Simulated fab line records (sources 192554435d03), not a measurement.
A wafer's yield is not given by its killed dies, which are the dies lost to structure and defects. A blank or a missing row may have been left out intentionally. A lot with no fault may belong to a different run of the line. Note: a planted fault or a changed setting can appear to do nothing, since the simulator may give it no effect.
The tool behind it: which one?	flow n5-finfet	Sampling: 9 lots, 24 wafers, 6 of 1938 route steps

## WHAT EACH GAUGE READ, for each wafer
N5_MOL_CONTACT_COAG_INSPECT_57: inspects for defects (brightfield). Usual: raw-defect-count at 193, with a standard deviation of 51.
lot	measured	on	raw-defect-count	flag
L760	day 6 01:48	defect-inspect-01	191 147 122	
L762	day 6 16:19	defect-inspect-01	1373 1432 1345	OFF
L763	day 6 22:07	defect-inspect-02	1336 1353 1385	OFF
L765	day 7 04:26	defect-inspect-02	1369 1341 1284	OFF
L770	day 9 15:01	defect-inspect-02	112 170 170	
L775	day 10 16:23	defect-inspect-02	211 208	
L773	day 10 18:53	defect-inspect-01	111 164	
L774	day 11 00:07	defect-inspect-01	158 169 242	
L778	day 11 01:22	defect-inspect-01	228 298	

N5_BEOL_M4_RC_MEAS_101. Usual: DIBL_N 37.2 mV/V, standard deviation 2.1; DIBL_P 37.3 mV/V, standard deviation 2.3; IOFF_N 0.18 nA/um, standard deviation 0.041; IOFF_P 0.24 nA/um, standard deviation 0.042; ION_N 680 uA/um, standard deviation 13; ION_P 466 uA/um, standard deviation 7.7; SS_N 71.8 mV/dec, standard deviation 0.68; SS_P 73.5 mV/dec, standard deviation 0.66; VT_N 249 mV, standard deviation 3.6; VT_P -248 mV, standard deviation 3.4.
lot	measured	on	DIBL_N (mV/V)	DIBL_P (mV/V)	IOFF_N (nA/um)	IOFF_P (nA/um)	ION_N (uA/um)	ION_P (uA/um)	SS_N (mV/dec)	SS_P (mV/dec)	VT_N (mV)	VT_P (mV)	flag
L760	day 9 10:15	prober-02	37.4 38.0 35.2	34.9 36.7 31.8	0.14 0.16 0.11	0.19 0.21 0.15	667 666 652	458 458 450	71.9 71.9 70.9	73.1 73.1 71.9	251 249 257	-251 -251 -256	
L762	day 9 18:03	prober-02	34.4 35.4 35.9	33.7 35.4 35.8	0.13 0.14 0.15	0.19 0.21 0.22	676 668 673	468 460 464	71.2 71.7 71.1	73.0 72.4 73.9	254 252 248	-252 -248 -246	
L763	day 9 18:40	prober-01	35.8 37.4 35.7	37.3 38.3 36.9	0.16 0.17 0.15	0.21 0.22 0.19	681 670 680	466 460 468	70.9 71.6 71.0	72.9 73.8 73.2	252 250 251	-251 -252 -253	
L765	day 10 12:20	prober-02	35.3 33.3 36.0	36.0 34.3 36.6	0.16 0.13 0.18	0.26 0.22 0.28	686 670 686	475 473 477	72.0 70.9 71.9	73.8 73.4 73.5	249 250 249	-244 -246 -240	
L770	day 12 04:55	prober-01	37.5 39.4 38.5	36.8 39.0 37.9	0.17 0.21 0.18	0.22 0.24 0.23	677 681 678	468 469 466	71.5 72.1 72.5	73.2 74.9 73.8	249 248 247	-246 -247 -247	
L775	day 13 20:22	prober-01	37.3 39.4	36.5 38.5	0.15 0.18	0.20 0.23	673 673	461 456	71.4 72.3	73.8 74.2	254 254	-255 -252	
L773	day 13 17:26	prober-01	39.4 39.5	40.3 40.7	0.22 0.21	0.30 0.31	684 675	479 470	73.5 72.4	74.3 74.2	247 250	-246 -244	
L774	day 14 04:46	prober-01	36.4 36.9 35.1	38.7 39.7 37.1	0.18 0.18 0.15	0.25 0.26 0.23	686 690 674	472 480 469	72.6 72.1 72.0	73.6 73.6 73.0	246 247 250	-246 -245 -249	
L778	day 14 20:22	prober-01	33.0 34.9	34.6 36.7	0.12 0.14	0.19 0.23	675 666	472 466	70.5 71.6	72.3 72.7	250 252	-252 -248	

## WHAT TOOL EACH LOT RAN ON (gives the tool, then ch and the chambers of the sampled wafers, and finally the start)
lot	N5_MOL_CONTACT_COAG_ALD_27	N5_MOL_CONTACT_COAG_ALD_123	N5_MOL_CONTACT_COAG_DESCUM_88	N5_MOL_CONTACT_COAG_ETCH_89
L760	ald-sin-01 ch 2,3, day 5 22:43	ald-sin-03 ch 0,3, day 6 00:44	rie-diel-06 ch 1,2, day 6 01:50	rie-diel-06 ch 1,2, day 6 01:52
L762	ald-sin-03 ch 0,1,3, day 6 13:29	ald-sin-03 ch 1,2, day 6 15:23	rie-diel-05 ch 1,2,3, day 6 16:21	rie-diel-05 ch 1,2,3, day 6 16:23
L763	ald-sin-04 ch 0,1,2, day 6 19:17	ald-sin-03 ch 1,2,3, day 6 21:11	rie-diel-05 ch 0,1, day 6 22:10	rie-diel-05 ch 0,1, day 6 22:11
L765	ald-sin-01 ch 0,3, day 7 01:21	ald-sin-03 ch 0,2,3, day 7 03:15	rie-diel-04 ch 0,1,3, day 7 04:34	rie-diel-04 ch 0,1,3, day 7 04:35
L770	ald-sin-04 ch 0,2,3, day 9 09:45	ald-sin-01 ch 0,1,3, day 9 14:02	rie-diel-06 ch 0,2, day 9 15:06	rie-diel-06 ch 0,2, day 9 15:08
L775	ald-sin-04 ch 1, day 10 12:45	ald-sin-03 ch 1,2, day 10 15:19	rie-diel-06 ch 0, day 10 16:26	rie-diel-06 ch 0, day 10 16:28
L773	ald-sin-03 ch 2,3, day 10 15:54	ald-sin-03 ch 1,3, day 10 17:48	rie-diel-04 ch 1,2, day 10 19:08	rie-diel-04 ch 1,2, day 10 19:10
L774	ald-sin-03 ch 0,1, day 10 21:12	ald-sin-03 ch 0,1,3, day 10 23:10	rie-diel-04 ch 0,1,2, day 11 00:23	rie-diel-04 ch 0,1,2, day 11 00:26
L778	ald-sin-04 ch 1,2, day 10 22:25	ald-sin-03 ch 2,3, day 11 00:25	rie-diel-06 ch 0,3, day 11 01:24	rie-diel-06 ch 0,3, day 11 01:26
- N5_MOL_CONTACT_COAG_ALD_27: deposits SiOC, target thk 17 nm, pulse time 1.5 s, time 2720 s.
- N5_MOL_CONTACT_COAG_ALD_123: deposits SiNx, target thk 5 nm, pulse time 1 s, purge time 2 s.
- N5_MOL_CONTACT_COAG_DESCUM_88: chemistry O2, time 7 s.
- N5_MOL_CONTACT_COAG_ETCH_89: etches underlayer in N2/H2, target depth 13 nm, time 10.4 s.

## AS READ BY THE TOOLS THEMSELVES (means over the sampled wafers that have a number; for cases with no such wafer, the mark the record gives instead)
N5_MOL_CONTACT_COAG_ALD_27. Usual: heater-power-w 833 W, standard deviation 79; precursor-pulse-height-rel 1.001, standard deviation 0.018.
lot	tool	heater-power-w (W)	precursor-pulse-height-rel	flag
L760	ald-sin-01	831	1.015	
L762	ald-sin-03	801	0.995	
L763	ald-sin-04	888	0.999	
L765	ald-sin-01	840	1.006	
L770	ald-sin-04	860	0.994	
L775	ald-sin-04	857	0.996	
L773	ald-sin-03	818	1.019	
L774	ald-sin-03	787	0.994	
L778	ald-sin-04	946	0.998	

N5_MOL_CONTACT_COAG_ALD_123. Usual: heater-power-w 829 W, standard deviation 71; precursor-pulse-height-rel 1.001, standard deviation 0.021.
lot	tool	heater-power-w (W)	precursor-pulse-height-rel	flag
L760	ald-sin-03	824	0.985	
L762	ald-sin-03	787	1.007	
L763	ald-sin-03	810	0.991	
L765	ald-sin-03	811	1.005	
L770	ald-sin-01	848	1.013	
L775	ald-sin-03	805	0.997	
L773	ald-sin-03	834	0.985	
L774	ald-sin-03	822	1.024	
L778	ald-sin-03	820	1.024	

N5_MOL_CONTACT_COAG_DESCUM_88. Usual: drypump-motor-current-A 5.6 A, standard deviation 0.48; oes-product-au 0.80 a.u., standard deviation 0.092; rf-vpp-V 243.6 V, standard deviation 1.4; showerhead-plenum-p-Torr 2.12 Torr, standard deviation 0.079; throttle-valve-pct 20.41 %, standard deviation 0.27.
lot	tool	drypump-motor-current-A (A)	oes-product-au (a.u.)	rf-vpp-V (V)	showerhead-plenum-p-Torr (Torr)	throttle-valve-pct (%)	flag
L760	rie-diel-06	5.5	0.75	241.5	2.04	20.36	
L762	rie-diel-05	5.3	0.79	244.9	2.18	20.52	
L763	rie-diel-05	6.0	0.74	242.2	2.05	20.52	
L765	rie-diel-04	5.5	0.79	243.4	2.09	20.27	
L770	rie-diel-06	5.2	0.75	243.4	2.12	20.25	
L775	rie-diel-06	5.8	0.89	244.8	2.21	20.34	
L773	rie-diel-04	5.8	0.75	243.2	2.13	20.38	
L774	rie-diel-04	5.5	0.77	245.0	2.12	20.32	
L778	rie-diel-06	5.9	0.82	245.8	2.21	20.55	

N5_MOL_CONTACT_COAG_ETCH_89. Usual: drypump-motor-current-A 5.6 A, standard deviation 0.48; etch-rf-on-time-s 10.30 s, standard deviation 0.23; oes-product-au 0.68 a.u., standard deviation 0.076; rf-vpp-V 524.8 V, standard deviation 2.8; showerhead-plenum-p-Torr 2.58 Torr, standard deviation 0.097; throttle-valve-pct 17.80 %, standard deviation 0.23.
lot	tool	drypump-motor-current-A (A)	etch-rf-on-time-s (s)	oes-product-au (a.u.)	rf-vpp-V (V)	showerhead-plenum-p-Torr (Torr)	throttle-valve-pct (%)	flag
L760	rie-diel-06	5.5	10.63	0.64	521.5	2.48	17.74	
L762	rie-diel-05	5.3	10.33	0.68	526.4	2.63	17.75	
L763	rie-diel-05	6.0	10.52	0.62	522.8	2.49	17.87	
L765	rie-diel-04	5.5	10.21	0.67	524.7	2.54	17.71	
L770	rie-diel-06	5.2	10.32	0.65	525.2	2.57	17.74	
L775	rie-diel-06	5.9	10.14	0.75	528.9	2.71	17.98	
L773	rie-diel-04	5.8	10.09	0.66	525.0	2.60	17.89	
L774	rie-diel-04	5.5	10.08	0.67	525.7	2.58	17.83	
L778	rie-diel-06	5.9	10.23	0.70	527.1	2.68	17.97	

## THE ANSWER, worked out from the rows above alone
Rule: take the mean of a lot's wafers that have a number; if it is more than 3 standard deviations from the usual mean, the lot is off. A lot without any number at a reading at which 4 lots or more have one is off too. The other lots that the step has rows for count as sound. After the gauges, taken in route order, come the tools' own readings; for these a lot's mean is taken, as printed above. The first step at which some lot is off is used, and at that step the reading that is off furthest; a lot without a number counts as furthest.
Off at N5_MOL_CONTACT_COAG_INSPECT_57 (raw-defect-count): L762, L763, L765.
If a tool, at a process step before that reading, ran all the lots that are off and no sound lot after the first of them, it fits. Those tools and the gauges at N5_MOL_CONTACT_COAG_INSPECT_57 are tried in the same way. No candidate that was tried fits.

## WHAT THE SIMULATOR HAD PUT IN
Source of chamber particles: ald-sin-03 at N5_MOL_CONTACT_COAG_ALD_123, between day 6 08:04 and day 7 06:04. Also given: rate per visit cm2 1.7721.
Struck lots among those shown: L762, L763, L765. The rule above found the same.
